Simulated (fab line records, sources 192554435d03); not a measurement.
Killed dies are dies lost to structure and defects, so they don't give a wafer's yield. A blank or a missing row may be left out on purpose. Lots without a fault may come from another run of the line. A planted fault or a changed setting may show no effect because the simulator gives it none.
Which tool did it? | flow n5_finfet | 9 lots, 27 wafers sampled, at 5 steps of a route of 1938

WHAT THE GAUGES READ, wafer by wafer
N5_BEOL_M4_RC_MEAS_101. Usual: DIBL_N 36.0 mV/V, standard deviation 1.7; DIBL_P 35.8 mV/V, standard deviation 2; IOFF_N 0.15 nA/um, standard deviation 0.03; IOFF_P 0.20 nA/um, standard deviation 0.037; ION_N 670 uA/um, standard deviation 12; ION_P 460 uA/um, standard deviation 7.2; SS_N 71.5 mV/dec, standard deviation 0.68; SS_P 73.2 mV/dec, standard deviation 0.65; VT_N 250 mV, standard deviation 3.1; VT_P -251 mV, standard deviation 3.4.
lot  | measured     | on        | DIBL_N (mV/V)  | DIBL_P (mV/V)  | IOFF_N (nA/um) | IOFF_P (nA/um) | ION_N (uA/um) | ION_P (uA/um) | SS_N (mV/dec)  | SS_P (mV/dec)  | VT_N (mV)   | VT_P (mV)      | flag
L347 | day 8 10:06  | prober-01 | 36.0 37.1 36.7 | 37.1 37.0 36.6 | 0.17 0.18 0.18 | 0.24 0.23 0.23 | 684 682 669   | 471 464 467   | 71.4 71.3 71.6 | 73.4 73.3 73.3 | 249 248 249 | -247 -248 -247 |
L348 | day 8 07:37  | prober-01 | 36.4 34.2 34.7 | 35.4 31.6 32.5 | 0.16 0.11 0.13 | 0.20 0.16 0.16 | 664 655 662   | 456 455 454   | 71.6 70.5 71.2 | 73.0 72.0 72.5 | 250 256 253 | -251 -256 -257 |
L354 | day 9 17:07  | prober-01 | 35.7 35.9 37.4 | 36.3 36.5 38.2 | 0.16 0.15 0.19 | 0.19 0.20 0.23 | 681 674 689   | 459 467 471   | 71.7 72.2 73.0 | 72.8 74.3 73.7 | 247 252 248 | -252 -252 -251 |
L355 | day 10 03:45 | prober-01 | 37.8 40.1 37.4 | 37.9 41.5 36.9 | 0.17 0.24 0.17 | 0.24 0.30 0.21 | 666 692 683   | 464 474 464   | 72.3 72.6 72.0 | 73.3 74.2 73.6 | 249 244 252 | -248 -246 -249 |
L360 | day 11 15:01 | prober-01 | 36.2 35.2 35.0 | 35.7 35.6 34.7 | 0.14 0.14 0.12 | 0.19 0.20 0.18 | 658 684 655   | 453 470 460   | 71.2 71.1 70.1 | 72.7 73.4 72.7 | 252 250 254 | -252 -250 -251 |
L361 | day 11 21:53 | prober-02 | 34.5 37.2 37.5 | 34.6 37.2 38.0 | 0.12 0.16 0.16 | 0.16 0.19 0.20 | 667 676 672   | 455 457 460   | 71.1 71.5 72.1 | 72.6 72.8 73.8 | 252 250 252 | -255 -254 -253 |
L365 | day 12 10:33 | prober-01 | 37.5 34.2 33.3 | 38.7 34.3 33.9 | 0.19 0.12 0.11 | 0.21 0.15 0.14 | 678 670 655   | 456 455 443   | 72.3 71.8 71.4 | 73.8 73.0 72.8 | 251 255 255 | -252 -259 -259 |
L366 | day 13 02:10 | prober-01 | 35.0 36.0 36.9 | 35.2 35.9 37.6 | 0.14 0.16 0.17 | 0.21 0.21 0.24 | 677 683 690   | 466 461 470   | 70.9 71.0 71.8 | 73.5 73.1 73.5 | 249 250 250 | -249 -250 -246 |
L369 | day 13 17:25 | prober-02 | 34.7 35.7 37.3 | 33.1 35.3 35.7 | 0.14 0.15 0.17 | 0.17 0.20 0.21 | 671 684 665   | 462 465 457   | 71.1 70.8 71.3 | 72.5 73.3 72.6 | 248 247 248 | -253 -252 -250 |

WHICH TOOL RAN EACH LOT (tool, then ch and the chambers of the sampled wafers, then the start)
lot  | N5_GATE_CUT_ETCH_36               | N5_GATE_CUT_CUT_ETCH_53           | N5_GATE_CUT_STRIP_21                 | N5_GATE_CUT_CMP_23
L347 | rie_diel-01 ch 0,1,2, day 4 11:35 | rie_metal-03 ch 0,1, day 4 11:56  | plasma_asher-02 ch 0,1, day 4 12:13  | cmp-02 ch 1,2,3, day 4 13:52
L348 | rie_diel-06 ch 1,2,3, day 4 18:13 | rie_metal-03 ch 0,1, day 4 18:34  | plasma_asher-01 ch 0,1, day 4 18:51  | cmp-02 ch 0,2,3, day 4 21:25
L354 | rie_diel-01 ch 0,1,3, day 6 09:01 | rie_metal-02 ch 0,1, day 6 09:21  | plasma_asher-01 ch 0,1, day 6 09:38  | cmp-01 ch 1,2, day 6 11:19
L355 | rie_diel-06 ch 1,2, day 6 15:37   | rie_metal-02 ch 1, day 6 15:57    | plasma_asher-01 ch 0,1, day 6 16:15  | cmp-01 ch 0,1,3, day 6 17:58
L360 | rie_diel-05 ch 0,2,3, day 7 20:35 | rie_metal-01 ch 0,1, day 7 20:55  | plasma_asher-02 ch 0,1, day 7 21:13  | cmp-01 ch 0,1, day 7 22:52
L361 | rie_diel-06 ch 0,1,3, day 8 04:10 | rie_metal-01 ch 0,1, day 8 04:29  | plasma_asher-01 ch 0,1, day 8 04:47  | cmp-01 ch 0,2,3, day 8 06:44
L365 | rie_diel-01 ch 0,1,2, day 9 05:19 | rie_metal-02 ch 0,1, day 9 05:40  | plasma_asher-01 ch 0,1, day 9 05:57  | cmp-02 ch 1,2,3, day 9 07:35
L366 | rie_diel-05 ch 2,3, day 9 07:44   | rie_metal-02 ch 0,1, day 9 08:14  | plasma_asher-01 ch 0,1, day 9 08:32  | cmp-04 ch 0,1,3, day 9 10:31
L369 | rie_diel-01 ch 2,3, day 10 00:50  | rie_metal-03 ch 0,1, day 10 01:12 | plasma_asher-01 ch 0,1, day 10 01:29 | cmp-04 ch 0,1, day 10 03:09
- N5_GATE_CUT_ETCH_36: etches SiARC in CF4, target depth 13 nm, time 21.7 s.
- N5_GATE_CUT_CUT_ETCH_53: etches W in SF6/Cl2, target depth 79.2 nm.
- N5_GATE_CUT_STRIP_21: strips in N2/H2, time 30 s.
- N5_GATE_CUT_CMP_23: polishes, stops on SiO2, t overpolish 23.4 s, target thk 16 nm.

WHAT THE TOOLS THEMSELVES READ (means of the sampled wafers that have a number; where no wafer has one, the mark that the record gives instead)
N5_GATE_CUT_ETCH_36. Usual: drypump_motor_current_A 5.8 A, standard deviation 0.38; etch_rf_on_time_s 21.7 s, standard deviation 0.58; oes_product_au 0.64 a.u., standard deviation 0.051; rf_vpp_V 183.7 V, standard deviation 1.2; showerhead_plenum_p_Torr 2.11 Torr, standard deviation 0.067; throttle_valve_pct 15.72 %, standard deviation 0.19.
lot  | tool        | drypump_motor_current_A (A) | etch_rf_on_time_s (s) | oes_product_au (a.u.) | rf_vpp_V (V) | showerhead_plenum_p_Torr (Torr) | throttle_valve_pct (%) | flag
L347 | rie_diel-01 | 5.8                         | 22.0                  | 0.62                  | 183.7        | 2.09                            | 15.73                  |
L348 | rie_diel-06 | 5.7                         | 21.6                  | 0.65                  | 183.6        | 2.09                            | 15.72                  |
L354 | rie_diel-01 | 6.0                         | 22.1                  | 0.62                  | 184.3        | 2.13                            | 15.78                  |
L355 | rie_diel-06 | 5.5                         | 21.1                  | 0.67                  | 182.9        | 2.04                            | 15.66                  |
L360 | rie_diel-05 | 6.2                         | 21.2                  | 0.60                  | 183.9        | 2.09                            | 15.84                  |
L361 | rie_diel-06 | 5.7                         | 21.8                  | 0.63                  | 183.8        | 2.13                            | 15.76                  |
L365 | rie_diel-01 | 5.8                         | 22.1                  | 0.66                  | 183.3        | 2.08                            | 15.65                  |
L366 | rie_diel-05 | 6.2                         | 21.8                  | 0.59                  | 183.8        | 2.15                            | 15.74                  |
L369 | rie_diel-01 | 5.3                         | 21.2                  | 0.72                  | 183.3        | 2.13                            | 15.53                  |

N5_GATE_CUT_CUT_ETCH_53. Usual: drypump_motor_current_A 5.8 A, standard deviation 0.42; etch_rf_on_time_s 25.8 s, standard deviation 0.3; he_backside_leak_sccm 3.38 sccm, standard deviation 0.28; oes_product_au 0.72 a.u., standard deviation 0.078; throttle_valve_pct 28.99 %, standard deviation 0.19.
lot  | tool         | drypump_motor_current_A (A) | etch_rf_on_time_s (s) | he_backside_leak_sccm (sccm) | oes_product_au (a.u.) | throttle_valve_pct (%) | flag
L347 | rie_metal-03 | 6.3                         | 25.8                  | 3.51                         | 0.66                  | 29.15                  |
L348 | rie_metal-03 | 6.3                         | 25.6                  | 3.55                         | 0.66                  | 29.13                  |
L354 | rie_metal-02 | 5.4                         | 25.4                  | 3.37                         | 0.76                  | 28.78                  |
L355 | rie_metal-02 | 5.8                         | 26.0                  | 3.39                         | 0.85                  | 28.80                  |
L360 | rie_metal-01 | 5.7                         | 26.0                  | 3.15                         | 0.69                  | 29.24                  |
L361 | rie_metal-01 | 5.7                         | 26.2                  | 3.27                         | 0.69                  | 29.24                  |
L365 | rie_metal-02 | 5.4                         | 25.6                  | 3.60                         | 0.74                  | 28.78                  |
L366 | rie_metal-02 | 5.6                         | 25.7                  | 3.44                         | 0.77                  | 28.80                  |
L369 | rie_metal-03 | 6.3                         | 25.8                  | 3.36                         | 0.63                  | 29.17                  |

N5_GATE_CUT_STRIP_21. Usual: drypump_motor_current_A 5.68 A, standard deviation 0.22; heater_power_w 338 W, standard deviation 51.
lot  | tool            | drypump_motor_current_A (A) | heater_power_w (W) | flag
L347 | plasma_asher-02 | 5.65                        | 358                |
L348 | plasma_asher-01 | 5.58                        | 305                |
L354 | plasma_asher-01 | 5.59                        | 307                |
L355 | plasma_asher-01 | 5.66                        | 299                |
L360 | plasma_asher-02 | 5.83                        | 396                |
L361 | plasma_asher-01 | 5.59                        | 304                |
L365 | plasma_asher-01 | 5.58                        | 305                |
L366 | plasma_asher-01 | 5.66                        | 300                |
L369 | plasma_asher-01 | 5.67                        | 301                |

N5_GATE_CUT_CMP_23. Usual: head_pressure_psi 2.500 psi, standard deviation 0.0053; motor_current_A 8.9 A, standard deviation 0.9; overpolish_run_s 23.402 s, standard deviation 0.009; pad_life_wafers 1150, standard deviation 590; slurry_filter_dp_kPa 13.50 kPa, standard deviation 0.13; slurry_flow_ml_min 150.0, standard deviation 0.47; time_to_endpoint_s 19.5 s, standard deviation 1.9.
lot  | tool   | head_pressure_psi (psi) | motor_current_A (A) | overpolish_run_s (s) | pad_life_wafers | slurry_filter_dp_kPa (kPa) | slurry_flow_ml_min | time_to_endpoint_s (s) | flag
L347 | cmp-02 | 2.494                   | 8.9                 | 23.403               | 1819            | 13.52                      | 150.0              | 20.6                   |
L348 | cmp-02 | 2.500                   | 8.9                 | 23.411               | 1874            | 13.46                      | 149.9              | 20.3                   |
L354 | cmp-01 | 2.504                   | 9.4                 | 23.391               | 1225            | 13.54                      | 149.7              | 19.9                   |
L355 | cmp-01 | 2.497                   | 8.2                 | 23.415               | 1268            | 13.60                      | 150.2              | 17.9                   |
L360 | cmp-01 | 2.618                   | 8.2                 | 23.402               | 1476            | 13.61                      | 149.8              | 18.0                   | OFF
L361 | cmp-01 | 2.609                   | 8.4                 | 23.398               | 1550            | 13.54                      | 149.9              | 16.8                   | OFF
L365 | cmp-02 | 2.498                   | 9.2                 | 23.406               | 727             | 13.50                      | 150.2              | 19.7                   |
L366 | cmp-04 | 2.498                   | 9.2                 | 23.402               | 1149            | 13.46                      | 149.8              | 21.5                   |
L369 | cmp-04 | 2.501                   | 9.0                 | 23.394               | 1249            | 13.44                      | 150.2              | 19.9                   |

THE ANSWER, worked out from the rows above alone
Rule: a lot is off if the mean of its wafers that have a number lies more than 3 standard deviations from the usual mean. A lot without any number at a reading at which 4 lots or more have one is off too. The other lots that the step has rows for count as sound. The gauges are gone through in route order, then the tools' own readings, and for those a lot's mean is taken as printed above. The first step at which some lot is off is used, and at that step the reading that is off furthest; a lot without a number counts as furthest.
Off: L360, L361, at N5_GATE_CUT_CMP_23 (head_pressure_psi).
A tool fits if, at that step or a process step before it, it ran every lot that is off, and no sound lot after the first of them. Can't be told from this: 2 tools fit, rie_metal-01 at N5_GATE_CUT_CUT_ETCH_53, cmp-01 at N5_GATE_CUT_CMP_23.

WHAT THE SIMULATOR HAD PUT IN
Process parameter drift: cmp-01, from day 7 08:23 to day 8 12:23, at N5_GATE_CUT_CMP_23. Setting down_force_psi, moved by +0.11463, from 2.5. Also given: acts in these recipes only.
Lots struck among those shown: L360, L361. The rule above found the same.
